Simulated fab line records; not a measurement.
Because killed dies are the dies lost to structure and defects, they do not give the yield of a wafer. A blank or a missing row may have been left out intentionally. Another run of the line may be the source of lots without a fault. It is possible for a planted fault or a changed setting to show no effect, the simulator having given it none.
Split-lot experiment + flow n5-finfet + route with 1938 steps; 7 lots, 21 wafers read

## THE SPLIT ITSELF
At N5_BEOL_M4_COAT_05 (resist thk 30 nm), the setting spin-rpm was moved away from the recipe's 1500 rpm on 8 of the 21 wafers read, by -7.2% to +4.5%. All remaining wafers had this setting at the recipe value.

## FROM THE SPLIT TO THE READING: what the file shows between them, 6 steps
- N5_BEOL_M4_EBR_07
- N5_BEOL_M4_SOFTBAKE_06: time 60 s
- N5_BEOL_M4_EXPOSE_08: exposes mask M4
- N5_BEOL_M4_PEB_09: peb time 60 s
- N5_BEOL_M4_DEVELOP_10: develop time 30 s
- N5_BEOL_M4_DESCUM_16: chemistry O2, time 7 s

## THE READING
CAR-EUV_of_BEOL_M4_COAT_05.thk-nm (the simulator's own value, which no gauge read), in nm, at N5_BEOL_M4_ETCH_74 (etches underlayer in N2/H2, target depth 6.5 nm, time 5.2 s). The file gives no usual value for it. Across the 13 wafers here that went through the recipe, the average is 20.4 nm and the standard deviation 0.11 nm.

| wafer  | tool, chamber at the split | spin-rpm as run, rpm | against the recipe | CAR-EUV_of_BEOL_M4_COAT_05.thk-nm, nm | against lot-mates on the recipe |
|--------|----------------------------|----------------------|--------------------|---------------------------------------|---------------------------------|
| L075.1 | litho-track-02, 0          | 1500                 | recipe             | 20.4                                  | -                               |
| L075.3 | litho-track-02, 0          | 1430                 | -4.7%              | 21.2                                  | +0.7                            |
| L075.5 | litho-track-02, 0          | 1500                 | recipe             | 20.6                                  | -                               |
| L082.1 | litho-track-05, 0          | 1500                 | recipe             | 20.4                                  | -                               |
| L082.6 | litho-track-05, 0          | 1500                 | recipe             | 20.4                                  | -                               |
| L082.2 | litho-track-05, 0          | 1500                 | recipe             | 20.2                                  | -                               |
| L083.1 | litho-track-02, 0          | 1423                 | -5.1%              | 21.4                                  | +1.0                            |
| L083.4 | litho-track-02, 0          | 1423                 | -5.1%              | 21.4                                  | +1.0                            |
| L083.3 | litho-track-02, 0          | 1500                 | recipe             | 20.4                                  | -                               |
| L087.1 | litho-track-02, 0          | 1568                 | +4.5%              | 19.6                                  | -0.8                            |
| L087.2 | litho-track-02, 0          | 1568                 | +4.5%              | 19.6                                  | -0.8                            |
| L087.4 | litho-track-02, 0          | 1500                 | recipe             | 20.4                                  | -                               |
| L093.3 | litho-track-02, 0          | 1500                 | recipe             | 20.4                                  | -                               |
| L093.5 | litho-track-02, 0          | 1500                 | recipe             | 20.4                                  | -                               |
| L093.6 | litho-track-02, 0          | 1500                 | recipe             | 20.2                                  | -                               |
| L095.2 | litho-track-04, 0          | 1446                 | -3.6%              | 20.8                                  | +0.4                            |
| L095.4 | litho-track-04, 0          | 1500                 | recipe             | 20.4                                  | -                               |
| L095.6 | litho-track-04, 0          | 1446                 | -3.6%              | 21                                    | +0.6                            |
| L096.1 | litho-track-05, 0          | 1500                 | recipe             | 20.2                                  | -                               |
| L096.3 | litho-track-05, 0          | 1392                 | -7.2%              | 21.6                                  | +1.3                            |
| L096.6 | litho-track-05, 0          | 1500                 | recipe             | 20.4                                  | -                               |

FIT RESULTS
A straight line over all 21 wafers: CAR-EUV_of_BEOL_M4_COAT_05.thk-nm changes by -0.176 nm for each +1% of spin-rpm; r = -0.98; the points scatter about the line by 0.11 nm.
The same after taking each lot's own level away (the mean of its wafers on the recipe; 21 wafers): -0.175 nm for each +1%; r = -0.98; scatter 0.098 nm.
According to that fit, moving spin-rpm by its largest amount changes the reading by 1.3 nm.
From 20.30 to 20.50 nm: that is the span of the lots' own levels, equal to 1.9 times the standard deviation above.
The two slopes are in agreement: the lot-to-lot level therefore moves the slope only a little.
Check: +1.24 nm against its lot-mates is what the line predicts for one of the wafers moved furthest among these (-7.2%) when that wafer is left out of the fit. Against them it came out at +1.3 nm.

## OTHER SPLITS ON THESE WAFERS
These wafers also went through other splits before the reading. Each is held against what the fit with the lots' levels taken away leaves over:
| other split on the same wafers    | wafers away from the commonest value | r with CAR-EUV_of_BEOL_M4_COAT_05.thk-nm (lot level and that fit taken away) |
|-----------------------------------|--------------------------------------|------------------------------------------------------------------------------|
| N5_BEOL_M2_DESCUM_16 time-s       | 7                                    | +0.37                                                                        |
| N5_BEOL_M3_COAT_05 spin-rpm       | 8                                    | +0.07                                                                        |
| N5_BEOL_M3_ETCH_64 time-s         | 3                                    | -0.31                                                                        |
| N5_BEOL_M3_ETCH_41 target-depth-a | 10                                   | +0.17                                                                        |

## THE WHOLE CHAIN: every reading that the file lists as answering this split, in the file's order
| step                  | what it does                                                | reading                                                                            | change (the file's fit)               | r (the file's) |
|-----------------------|-------------------------------------------------------------|------------------------------------------------------------------------------------|---------------------------------------|----------------|
| N5_BEOL_M4_COAT_05    | resist thk 30 nm                                            | CAR-EUV_of_BEOL_M4_COAT_05.thk-nm (the simulator's own value, which no gauge read) | -0.158 nm for each +1% of the setting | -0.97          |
| N5_BEOL_M4_DEVELOP_10 | develop time 30 s                                           | CAR-EUV_of_BEOL_M4_COAT_05.thk-nm (the simulator's own value, which no gauge read) | -0.176 nm for each +1% of the setting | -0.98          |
| N5_BEOL_M4_ETCH_74    | etches underlayer in N2/H2, target depth 6.5 nm, time 5.2 s | CAR-EUV_of_BEOL_M4_COAT_05.thk-nm (the simulator's own value, which no gauge read) | -0.174 nm for each +1% of the setting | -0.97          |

## THE FILE'S OWN FIT
CAR-EUV_of_BEOL_M4_COAT_05.thk-nm changes by -0.174 nm for each +1% of spin-rpm, r = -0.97.
